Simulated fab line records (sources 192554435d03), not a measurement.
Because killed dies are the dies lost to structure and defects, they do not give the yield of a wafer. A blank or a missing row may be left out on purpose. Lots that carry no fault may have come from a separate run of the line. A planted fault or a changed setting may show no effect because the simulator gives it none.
fab line records	flow n5_finfet
[record] lots = 6	wafers = 18	last_day = 18
route steps=1938 shown PMOS_HMC_CHANNEL_EPI@66 BEOL_M4@1111 PASSIVATION@1936
lots that met no fault: taken from a fault-free run of the same line
start_h: start of the lot's first displayed wafer, in hours after the record's first day	wait_h: time in hours since the lot's previous step	" as in the row above	L1.1+2: a single row standing in for several wafers	- no value present, or no start provided	* or withheld: withheld	< > ~ a bound
route shown NAME@n: a module of which the file shows steps, and the number in the route of the first	usual: mean/standard deviation of fault-free wafers	same: alike in all rows	chamber/n: place in a boat	sites: the reading at each site	_std_site: their standard deviation	_edge_site: outer sites' mean less inner sites'	radius_mm: for every site, how far away it sits from the centre of the wafer	mask NAME#n: copy n	behind: the last tool/chamber to shape the wafer	hold: cause of the lot's hold/its duration in hours/its outcome	device: the n, p or np transistor that did not switch	end of line: the route-end tests of the same wafers	for a step that has no rows: nothing shown but its recipe	killed: at the first sort, the dies lost to defects and structure; wafer yield is something else	map: the dies of a wafer, with x for killed, . for not killed, _ for no die there
set.NAME: the setting the step ran with; set.NAME@STEP: the setting that earlier step ran with	model.NAME: the simulator's own value behind a step, which no gauge read
certain route steps with their lots: each step a table, each wafer a row
services: the hour from which a tool's chamber was out of use, counted from the record's first day as start_h (under 0 if before that day), plus the number of hours and why
[[steps]]
[step N5_PMOS_HMC_CHANNEL_EPI_OVL_MEAS_10]
[recipe] points_per_wafer = 44
[usual] PMOS_HMC_BLK_OVL = -0.1/0.82
lot.wafer	tool	chamber	start_h	wait_h	PMOS_HMC_BLK_OVL[nm]
L510.2	overlay-02	0	23.34	0.0	-0.8
L510.3	"	0	"	"	-1.6
L510.4	"	0	"	"	-1.5
L517.3	overlay-02	0	66.12	0.0	-0.1
L517.4	"	0	"	"	0.3
L517.6	"	0	"	"	0.3
L520.1	overlay-02	0	83.34	0.0	-0.4
L520.4	"	0	"	"	0.2
L520.6	"	0	"	"	0.2
L523.2	overlay-01	0	102.42	0.1	-0.9
L523.4	"	0	"	"	0.7
L523.6	"	0	"	"	-0.5
L531.1	overlay-02	0	148.94	0.0	0.8
L531.4	"	0	"	"	2.1
L531.5	"	0	"	"	0.6
L532.2	overlay-02	0	155.35	0.0	0.1
L532.3	"	0	"	"	-1.4
L532.4	"	0	"	"	-0.7
[step N5_PMOS_HMC_CHANNEL_EPI_INSPECT_11]
[recipe] mode = adi	inspect_instrument = macro
[usual] raw_defect_count = 2.2/1.6
lot.wafer	tool	chamber	start_h	wait_h	raw_defect_count
L510.2	defect_inspect-02	-	23.37	0.0	2
L510.3	"	-	"	"	1
L510.4	"	-	"	"	3
L517.3	defect_inspect-02	-	66.14	0.0	2
L517.4	"	-	"	"	4
L517.6	"	-	"	"	3
L520.1	defect_inspect-02	-	83.36	0.0	1
L520.4	"	-	"	"	5
L520.6	"	-	"	"	3
L523.2	defect_inspect-01	-	102.44	0.0	1
L523.4	"	-	"	"	1
L523.6	"	-	"	"	1
L531.1	defect_inspect-02	-	148.96	0.0	0
L531.4	"	-	"	"	4
L531.5	"	-	"	"	1
L532.2	defect_inspect-02	-	155.38	0.0	2
L532.3	"	-	"	"	1
L532.4	"	-	"	"	0
[step N5_PMOS_HMC_CHANNEL_EPI_DESCUM_14]
[recipe] chemistry = O2	time_s = 7.9	source_power_w = 50	bias_power_w = 20	pressure_mtorr = 20	rf_frequency_hz = 2.712e+07	temp_c = 40	resist = CAR-ArF-block	o2_flow_sccm = 225
[step N5_PMOS_HMC_CHANNEL_EPI_ETCH_32]
[recipe] chemistry = N2/H2	target = BARC	stop_on = SiO2	target_depth_a = 858	over_etch_frac = 0.3	time_s = 50.3	ion_energy_ev = 200	mask_material = CAR-ArF-block	pressure_mtorr = 30	source_w = 840	bias_w = 150	n2_flow_sccm = 200	h2_flow_sccm = 200
[step N5_PMOS_HMC_CHANNEL_EPI_HM_OPEN_15]
[recipe] chemistry = CHF3/O2	target = SiO2	mask_material = CAR-ArF-block	target_depth_a = 406	CHF3_flow_sccm = 50	O2_flow_sccm = 5	Ar_flow_sccm = 200	time_s = 20.3	pressure_mtorr = 30	source_w = 650	bias_w = 170	ion_energy_ev = 200
[usual] drypump_motor_current_A = 5.5/0.42	oes_product_au = 0.76/0.071	rf_vpp_V = 526/10	showerhead_plenum_p_Torr = 2.42/0.058	throttle_valve_pct = 18.93/0.14
[same] time_s = 20.3
lot.wafer	tool	chamber	start_h	wait_h	drypump_motor_current_A	oes_product_au	rf_hours_counter_h	rf_vpp_V	showerhead_plenum_p_Torr	throttle_valve_pct
L510.2	rie_diel-03	1	23.70	0.0	5.1	0.81	105	534	2.43	18.84
L510.3	"	3	"	"	5.6	0.81	111	543	2.52	19.16
L510.4	"	2	"	"	5.1	0.69	204	527	2.49	18.78
L517.3	rie_diel-04	1	66.50	0.0	5.5	0.81	85	508	2.43	19.11
L517.4	"	2	"	"	6.5	0.72	208	527	2.31	18.91
L517.6	"	3	"	"	5.0	0.70	-	513	2.39	19.08
L520.1	rie_diel-03	1	83.47	0.0	5.1	0.79	122	534	2.42	18.88
L520.4	"	0	"	"	5.5	0.90	25	523	2.36	18.79
L520.6	"	0	"	"	5.5	0.92	-	522	2.36	18.81
L523.2	rie_diel-05	2	102.55	0.0	5.3	0.75	152	508	2.41	18.77
L523.4	"	1	"	"	5.6	0.70	166	518	2.39	18.87
L523.6	"	2	"	"	5.3	0.74	-	510	2.41	18.76
L531.1	rie_diel-05	1	149.55	0.0	5.6	0.70	182	516	2.38	18.93
L531.4	"	2	"	"	5.2	0.73	169	510	2.40	18.79
L531.5	"	0	"	"	5.8	0.73	-	530	2.49	18.98
L532.2	rie_diel-05	2	155.61	0.0	5.2	0.72	171	509	2.40	18.79
L532.3	"	1	"	"	5.6	0.71	184	517	2.38	18.92
L532.4	"	3	"	"	5.9	0.74	158	532	2.39	18.92
[step N5_PMOS_HMC_CHANNEL_EPI_STRIP_33]
[recipe] chemistry = N2/H2	power_w = 500	temp_c = 40	pressure_mtorr = 50	rf_frequency_hz = 6e+07	overash_fraction = 0.3	bias_power_w = 8	h2_frac = 0.5	n2_flow_sccm = 300	h2_flow_sccm = 300
[usual] drypump_motor_current_A = 5.5/0.42	oes_product_au = 0.77/0.072	rf_vpp_V = 54.2/1.8	showerhead_plenum_p_Torr = 3.37/0.081	throttle_valve_pct = 18.95/0.29
[same] overash_fraction = 0.3
lot.wafer	tool	chamber	start_h	wait_h	drypump_motor_current_A	oes_product_au	rf_hours_counter_h	rf_vpp_V	showerhead_plenum_p_Torr	throttle_valve_pct
L510.2	rie_diel-03	1	23.76	0.0	5.1	0.82	105	56.5	3.36	18.83
L510.3	"	3	"	"	5.6	0.80	111	55.3	3.51	18.75
L510.4	"	2	"	"	5.1	0.70	204	53.9	3.45	18.65
L517.3	rie_diel-04	1	66.55	0.0	5.5	0.83	85	52.8	3.38	19.08
L517.4	"	2	"	"	6.5	0.71	208	53.3	3.20	19.49
L517.6	"	3	"	"	5.0	0.72	-	55.3	3.30	18.66
L520.1	rie_diel-03	1	83.53	0.0	5.1	0.79	122	52.7	3.35	18.82
L520.4	"	0	"	"	5.5	0.91	25	56.7	3.29	19.08
L520.6	"	0	"	"	5.5	0.92	-	51.1	3.29	19.04
L523.2	rie_diel-05	2	102.61	0.0	5.3	0.73	152	54.5	3.35	18.66
L523.4	"	1	"	"	5.6	0.73	166	53.0	3.37	18.95
L523.6	"	2	"	"	5.3	0.76	-	54.3	3.35	18.69
L531.1	rie_diel-05	1	149.60	0.0	5.6	0.72	182	54.1	3.36	18.99
L531.4	"	2	"	"	5.2	0.72	169	54.1	3.34	18.71
L531.5	"	0	"	"	5.8	0.73	-	55.3	3.47	18.83
L532.2	rie_diel-05	2	155.66	0.0	5.3	0.73	171	52.5	3.34	18.69
L532.3	"	1	"	"	5.5	0.72	184	54.7	3.36	18.98
L532.4	"	3	"	"	5.8	0.76	158	52.9	3.37	19.65
[step N5_PMOS_HMC_CHANNEL_EPI_STRIP_17]
[recipe] chemistry = SPM	time_s = 750	temp_c = 130	h2so4_h2o2_vol_ratio = 4	dry = ipa_marangoni
[step N5_PMOS_HMC_CHANNEL_EPI_ETCH_38]
[recipe] chemistry = CF4	target = SiO2	target_depth_a = 15	ion_energy_ev = 350	pressure_mtorr = 10	icp_w = 800	bias_w = 400	cf4_flow_sccm = 80
[usual] drypump_motor_current_A = 5.7/0.51	oes_product_au = 1.004/0.019	throttle_valve_pct = 21.85/0.24
lot.wafer	tool	chamber	start_h	wait_h	drypump_motor_current_A	oes_product_au	rf_hours_counter_h	throttle_valve_pct
L510.2	rie_si-01	2	24.06	0.0	6.5	1.038	122	22.00
L510.3	"	3	"	"	5.6	0.966	155	21.98
L510.4	"	1	"	"	5.9	1.003	26	21.60
L517.3	rie_si-01	1	66.86	0.0	5.9	0.999	27	21.58
L517.4	"	3	"	"	5.6	0.971	156	21.98
L517.6	"	2	"	"	6.5	1.043	-	21.99
L520.1	rie_si-05	2	83.83	0.0	6.3	1.003	32	21.49
L520.4	"	1	"	"	5.9	1.016	35	21.47
L520.6	"	2	"	"	6.3	1.007	-	21.49
L523.2	rie_si-01	3	102.91	0.0	5.6	0.979	157	21.99
L523.4	"	2	"	"	6.5	1.029	124	21.98
L523.6	"	3	"	"	5.6	0.970	-	21.99
L531.1	rie_si-01	0	149.91	0.0	4.8	0.997	105	22.09
L531.4	"	2	"	"	6.5	1.036	124	22.00
L531.5	"	1	"	"	5.9	1.005	-	21.60
L532.2	rie_si-01	0	155.97	0.0	4.7	0.991	105	22.06
L532.3	"	1	"	"	5.9	1.015	28	21.59
L532.4	"	3	"	"	5.6	0.992	158	22.00
[step N5_PMOS_HMC_CHANNEL_EPI_FIN_RECESS_16]
[recipe] chemistry = HBr/Cl2	target = Si	mask_material = SiO2	target_depth_a = 540	time_s = 18	pressure_mtorr = 10	icp_w = 800	bias_w = 75	HBr_flow_sccm = 150	Cl2_flow_sccm = 80
[usual] drypump_motor_current_A = 5.7/0.52	oes_product_au = 1.004/0.016	throttle_valve_pct = 35.60/0.2
[same] time_s = 18
lot.wafer	tool	chamber	start_h	wait_h	drypump_motor_current_A	oes_product_au	rf_hours_counter_h	throttle_valve_pct
L510.2	rie_si-01	2	24.08	0.0	6.5	1.028	122	35.51
L510.3	"	3	"	"	5.6	0.980	155	35.57
L510.4	"	1	"	"	5.9	1.004	26	35.45
L517.3	rie_si-01	1	66.88	0.0	5.9	1.004	27	35.46
L517.4	"	3	"	"	5.6	0.986	156	35.56
L517.6	"	2	"	"	6.5	1.024	-	35.53
L520.1	rie_si-05	2	83.85	0.0	6.3	1.011	32	35.41
L520.4	"	1	"	"	5.9	1.024	35	35.46
L520.6	"	2	"	"	6.3	1.013	-	35.42
L523.2	rie_si-01	3	102.93	0.0	5.5	0.983	157	35.56
L523.4	"	2	"	"	6.5	1.026	124	35.52
L523.6	"	3	"	"	5.6	0.985	-	35.57
L531.1	rie_si-01	0	149.93	0.0	4.8	0.986	105	35.78
L531.4	"	2	"	"	6.5	1.035	124	35.54
L531.5	"	1	"	"	5.9	1.005	-	35.44
L532.2	rie_si-01	0	155.99	0.0	4.8	0.982	105	35.78
L532.3	"	1	"	"	5.9	1.005	28	35.46
L532.4	"	3	"	"	5.6	0.985	158	35.55
[step N5_PMOS_HMC_CHANNEL_EPI_PRECLEAN_36]
[recipe] chemistry = O3/DIW	time_s = 45	temp_c = 22	o3_ppm = 10
[step N5_PMOS_HMC_CHANNEL_EPI_PRECLEAN_18]
[recipe] chemistry = DHF	time_s = 30	temp_c = 25	dilution = withheld
[step N5_PMOS_HMC_CHANNEL_EPI_SRD_19]
[recipe] dry = ipa_marangoni	do_ppb = 5	time_s = 30	temp_c = 23	rinse_liquid = diw
[step N5_PMOS_HMC_CHANNEL_EPI_EPI_20]
[recipe] material = SiGe30	mask_material = SiO2	pressure_torr = 20	target_thk_a = 590	temp_c = 600
[usual] susceptor_temp_C = 600.00/0.24	susceptor_temp_C_max = 601.3/0.39
lot.wafer	tool	chamber	start_h	wait_h	susceptor_temp_C	susceptor_temp_C_max	model.SiGe30_of_PMOS_HMC_CHANNEL_EPI_EPI_20.thk_nm
L510.2	epi_rpcvd-02	0	24.52	0.3	599.49	601.1	59.39
L510.3	"	0	"	"	600.17	601.7	59
L510.4	"	0	"	"	599.93	601.6	58.73
L517.3	epi_rpcvd-02	0	67.45	0.4	593.65	595.1	52.68
L517.4	"	0	"	"	593.45	595.1	52.35
L517.6	"	0	"	"	593.77	595.4	52.62
L520.1	epi_rpcvd-02	0	84.02	0.0	593.67	595.7	51.79
L520.4	"	0	"	"	593.75	595.2	51.63
L520.6	"	0	"	"	593.95	595.6	52.84
L523.2	epi_rpcvd-04	0	103.37	0.3	600.16	601.5	58.98
L523.4	"	0	"	"	599.84	601.0	59.32
L523.6	"	0	"	"	599.68	600.9	58.69
L531.1	epi_rpcvd-03	0	150.14	0.0	600.69	601.5	60.03
L531.4	"	0	"	"	600.56	601.5	59.14
L531.5	"	0	"	"	600.45	601.5	59.59
L532.2	epi_rpcvd-02	0	156.43	0.3	600.07	602.1	57.96
L532.3	"	0	"	"	599.89	601.7	58.11
L532.4	"	0	"	"	600.27	602.1	58.92
[step N5_PMOS_HMC_CHANNEL_EPI_HM_STRIP_35]
[recipe] chemistry = dHF	temp_c = 25	material = SiO2	target = SiO2	target_depth_a = 396	time_s = 216
[step N5_PMOS_HMC_CHANNEL_EPI_SRD_39]
[recipe] dry = ipa_marangoni	time_s = 30	temp_c = 23	rinse_liquid = diw
[step N5_PMOS_HMC_CHANNEL_EPI_CMP_21]
[recipe] material = SiGe30	post_cmp_clean = alkaline_brush	target_thk_nm = 54
[usual] motor_current_A = 11.8/1.1
lot.wafer	tool	chamber	start_h	wait_h	motor_current_A
L510.4	cmp-01	0	26.02	0.1	12.2
L510.3	"	1	"	"	10.5
L510.2	"	2	"	"	11.4
L517.3	cmp-01	2	68.42	0.1	11.7
L517.4	"	3	"	"	13.1
L517.6	"	2	"	"	11.9
L520.4	cmp-02	0	85.40	0.1	10.7
L520.1	"	1	"	"	12.2
L520.6	"	0	"	"	10.2
L523.4	cmp-02	3	104.92	0.0	10.8
L523.2	"	0	"	"	11.6
L523.6	"	3	"	"	11.3
L531.4	cmp-04	2	151.93	0.1	11.1
L531.1	"	3	"	"	13.7
L531.5	"	2	"	"	11.1
L532.4	cmp-01	0	157.90	0.0	11.8
L532.2	"	2	"	"	12.1
L532.3	"	3	"	"	13.1
[step N5_PMOS_HMC_CHANNEL_EPI_THK_MEAS_22]
[recipe] reads = SiGe30_of_PMOS_HMC_CHANNEL_EPI_EPI_20
[usual] HMC_CMP_THK = 54.1/0.83
lot.wafer	tool	chamber	start_h	wait_h	HMC_CMP_THK[nm]
L510.2	film_metro-02	-	26.28	-	54.9
L510.3	"	-	"	"	53.5
L510.4	"	-	"	"	54.6
L517.3	film_metro-01	-	68.68	-	52.6
L517.4	"	-	"	"	52.3
L517.6	"	-	"	"	52.6
L520.1	film_metro-01	-	85.65	-	51.8
L520.4	"	-	"	"	51.5
L520.6	"	-	"	"	52.8
L523.2	film_metro-02	-	105.21	-	53.2
L523.4	"	-	"	"	54.2
L523.6	"	-	"	"	52.9
L531.1	film_metro-01	-	152.19	-	54.6
L531.4	"	-	"	"	55.2
L531.5	"	-	"	"	54.8
L532.2	film_metro-02	-	158.19	-	54.3
L532.3	"	-	"	"	54.3
L532.4	"	-	"	"	53.7
[step N5_PMOS_HMC_CHANNEL_EPI_PRECLEAN_40]
[recipe] chemistry = DHF	time_s = 30	temp_c = 25	dilution = withheld
[step N5_PMOS_HMC_CHANNEL_EPI_PRECLEAN_37]
[recipe] chemistry = O3/DIW	time_s = 45	temp_c = 22	o3_ppm = 10
[same] time_s = 45
lot.wafer	tool	chamber	start_h	wait_h	model.SiGe30_of_PMOS_HMC_CHANNEL_EPI_EPI_20.thk_nm
L510.2	wet_bench-06	6	26.32	0.0	53.13
L510.3	"	3	"	"	53.33
L510.4	"	7	"	"	53.35
L517.3	wet_bench-01	5	68.72	0.0	51.92
L517.4	"	7	"	"	51.59
L517.6	"	4	"	"	51.86
L520.1	wet_bench-01	0	85.69	0.0	51.01
L520.4	"	3	"	"	50.85
L520.6	"	6	"	"	52.07
L523.2	wet_bench-06	7	105.26	0.0	53.09
L523.4	"	4	"	"	53.15
L523.6	"	5	"	"	53.16
L531.1	wet_bench-01	7	152.24	0.0	53.26
L531.4	"	5	"	"	53.17
L531.5	"	0	"	"	53.44
L532.2	wet_bench-01	1	158.24	0.0	53.22
L532.3	"	7	"	"	53.48
L532.4	"	3	"	"	53.28
[step N5_PMOS_HMC_CHANNEL_EPI_PRECLEAN_24]
[recipe] chemistry = DHF	time_s = 30	temp_c = 25	dilution = withheld
[step N5_BEOL_M4_RC_MEAS_101]
[usual] DIBL_N = 36.2/1.6	DIBL_P = 36.1/2	IOFF_N = 0.16/0.032	IOFF_P = 0.22/0.036	ION_N = 672/11	ION_P = 463/7.5	SS_N = 71.4/0.58	SS_P = 73.2/0.67	VT_N = 250/3.3	VT_P = -250/3.3
lot.wafer	tool	chamber	start_h	wait_h	DIBL_N[mV/V]	DIBL_P[mV/V]	IOFF_N[nA/um]	IOFF_P[nA/um]	ION_N[uA/um]	ION_P[uA/um]	SS_N[mV/dec]	SS_P[mV/dec]	VT_N[mV]	VT_P[mV]
L510.2	prober-01	0	175.64	0.2	38.3	37.9	0.19	0.28	676	468	72.0	73.7	246	-245
L510.3	"	0	"	"	32.8	31.0	0.10	0.16	651	457	70.2	72.0	255	-255
L510.4	"	0	"	"	35.6	35.2	0.14	0.22	671	465	71.6	73.0	251	-249
L517.3	prober-01	0	220.55	0.3	37.9	38.2	0.22	0.32	685	466	71.5	74.2	246	-241
L517.4	"	0	"	"	35.3	34.9	0.17	0.26	680	471	70.9	72.8	246	-243
L517.6	"	0	"	"	35.2	35.4	0.15	0.26	666	455	70.9	73.1	249	-244
L520.1	prober-01	0	237.90	0.0	36.6	37.3	0.17	0.29	681	463	71.9	73.5	249	-242
L520.4	"	0	"	"	37.8	39.2	0.20	0.35	680	462	71.7	74.0	244	-241
L520.6	"	0	"	"	37.1	37.7	0.19	0.32	683	473	72.1	72.8	246	-239
L523.2	prober-01	0	278.87	0.2	35.7	36.7	0.15	0.19	663	456	71.6	73.6	251	-251
L523.4	"	0	"	"	35.7	36.7	0.16	0.18	675	458	72.0	73.6	247	-253
L523.6	"	0	"	"	33.9	34.9	0.13	0.16	666	456	70.8	72.7	251	-254
L531.1	prober-02	0	322.86	0.0	35.0	35.9	0.14	0.18	678	465	70.4	72.6	252	-251
L531.4	"	0	"	"	35.1	36.2	0.13	0.18	679	464	71.2	72.8	251	-252
L531.5	"	0	"	"	36.3	37.7	0.16	0.21	677	467	71.5	72.8	250	-253
L532.2	prober-02	0	340.00	0.2	36.9	38.3	0.17	0.23	675	469	71.6	73.0	249	-251
L532.3	"	0	"	"	34.1	34.9	0.12	0.19	668	464	71.0	72.4	254	-252
L532.4	"	0	"	"	34.5	35.5	0.14	0.19	671	463	71.1	72.4	250	-250
[step N5_PASSIVATION_PROBE_49]
[usual] defect_limited_yield = 91.4/1.3	killed_at_M0_to_M3 = 34/10	killed_at_M4_up = 14/5.6	killed_at_contacts = 13/5.9	killed_at_front_end = 37/9.9	killed_at_other = 3.5/2.8	killed_dies = 101/15	killed_open = 67/12	killed_short = 32/6.6	sort_bin_5_function = 5.0/0.81	sort_bin_6_memory = 3.2/0.66	sort_n_pass = 1079/15	sort_yield_pct = 91.4/1.3
[same] gross_dies = 1180	killed_at_back_side = 0	sort_bin_4_leakage[%] = 0	sort_bin_8_speed[%] = 0
lot.wafer	tool	chamber	start_h	wait_h	defect_limited_yield[%]	killed_at_M0_to_M3	killed_at_M4_up	killed_at_contacts	killed_at_front_end	killed_at_other	killed_dies	killed_open	killed_short	sort_bin_5_function[%]	sort_bin_6_memory[%]	sort_n_pass	sort_yield_pct[%]
L523.2	prober-02	-	396.61	0.1	92.1	27	14	13	30	9	93	64	28	5.4	2.4	1087	92.1
L523.4	prober-02	-	396.71	0.2	90.5	38	13	9	51	1	112	78	33	5.7	3.5	1068	90.5
L523.6	prober-02	-	396.81	0.3	90.5	43	12	22	34	1	112	82	26	5.4	3.7	1068	90.5
// killed by level:class
L523.2 STI_FIN_REVEAL:geometric_particle:open=15 MOL_CONTACT_COAG:geometric_particle:open=12 BEOL_M3:geometric_particle:open=6 BEOL_M2:geometric_particle:open=5 PASS1_CAP:geometric_particle:short=5 BEOL_M0_SAQP:geometric_particle:open=4 DUMMY_GATE:geometric_particle:open=3 BEOL_M1:geometric_particle:short=3
L523.4 STI_FIN_REVEAL:geometric_particle:open=17 BEOL_M0_SAQP:geometric_particle:open=9 BEOL_M2:geometric_particle:open=9 MOL_CONTACT_COAG:geometric_particle:open=7 BEOL_M1:geometric_particle:open=7 GATE_CUT:geometric_particle:short=5 BEOL_M0_SAQP:geometric_particle:short=5 STARTING-WAFER:geometric_particle:short=5
L523.6 MOL_CONTACT_COAG:geometric_particle:open=16 BEOL_M1:geometric_particle:open=14 BEOL_M4:geometric_particle:open=8 BEOL_M0_SAQP:geometric_particle:open=8 STI_FIN_REVEAL:geometric_particle:open=6 MOL_CONTACT_COAG:geometric_particle:short=6 BEOL_M2:geometric_particle:open=6 GATE_CUT:geometric_particle:short=5
[[services]]
tool	chamber	start_h	hours	kind
rie_diel-05	3	8.70	8.3	repair
rie_diel-04	1	20.40	7.2	repair
epi_rpcvd-04	-	28.08	1.8	repair
cmp-01	-	28.10	3.0	repair
rie_diel-04	2	34.66	7.4	repair
rie_si-05	2	43.74	1.9	repair
rie_si-01	1	51.81	13.5	repair
rie_diel-03	2	63.50	4.4	repair
rie_diel-05	3	63.51	2.7	repair
cmp-02	-	73.45	5.7	pm
rie_diel-03	-	78.65	2.5	repair
cmp-04	-	84.45	7.3	pm
cmp-01	-	102.37	1.4	repair
rie_si-05	1	114.00	6.8	repair
cmp-02	-	116.34	7.8	repair
rie_diel-04	-	118.88	14.6	pm
cmp-04	-	142.39	1.4	repair
cmp-04	-	143.81	4.8	pm
rie_si-05	0	154.63	-	clean
rie_si-05	0	154.63	12.6	scheduled_down
rie_si-05	0	154.63	12.6	vent_cycle
cmp-02	-	157.69	4.0	pm
[[key]]
[first_sign] step = N5_PMOS_HMC_CHANNEL_EPI_EPI_20	reading = susceptor_temp_C	direction = down	sigmas = 27	usual = *	struck = *
[effect] step = N5_PMOS_HMC_CHANNEL_EPI_EPI_20	reading = susceptor_temp_C_max	direction = down	sigmas = 15	usual = *	struck = *
[effect] step = N5_PMOS_HMC_CHANNEL_EPI_THK_MEAS_22	reading = HMC_CMP_THK	direction = down	sigmas = 2.2	usual = 54.1	struck = 52.3	wafers_moved = 3
[effect] step = N5_BEOL_M4_RC_MEAS_101	reading = VT_P	direction = up	sigmas = 2.4	usual = -250	struck = -241
[effect] step = N5_BEOL_M4_RC_MEAS_101	reading = IOFF_P	direction = up	sigmas = 2.3	usual = 0.22	struck = 0.30
[model_effect] step = N5_PMOS_HMC_CHANNEL_EPI_EPI_20	value = SiGe30_of_PMOS_HMC_CHANNEL_EPI_EPI_20.thk_nm	without = 58.97	struck = 52.32
[model_effect] step = N5_PMOS_HMC_CHANNEL_EPI_PRECLEAN_37	value = SiGe30_of_PMOS_HMC_CHANNEL_EPI_EPI_20.thk_nm	without = 53.23	struck = 51.55
met_at N5_PMOS_HMC_CHANNEL_EPI_EPI_20
struck_wafers L517.3,L517.4,L517.6,L520.1,L520.4,L520.6
onset_between 24.52 67.45
[fault] kind = process_parameter_drift	tool = epi_rpcvd-02	chamber = -	onset_h = 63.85	steps = N5_PMOS_HMC_CHANNEL_EPI_EPI_20	channel = temp_c	offset = *	shape = step	end_h = 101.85	acts_in = *	stated = *
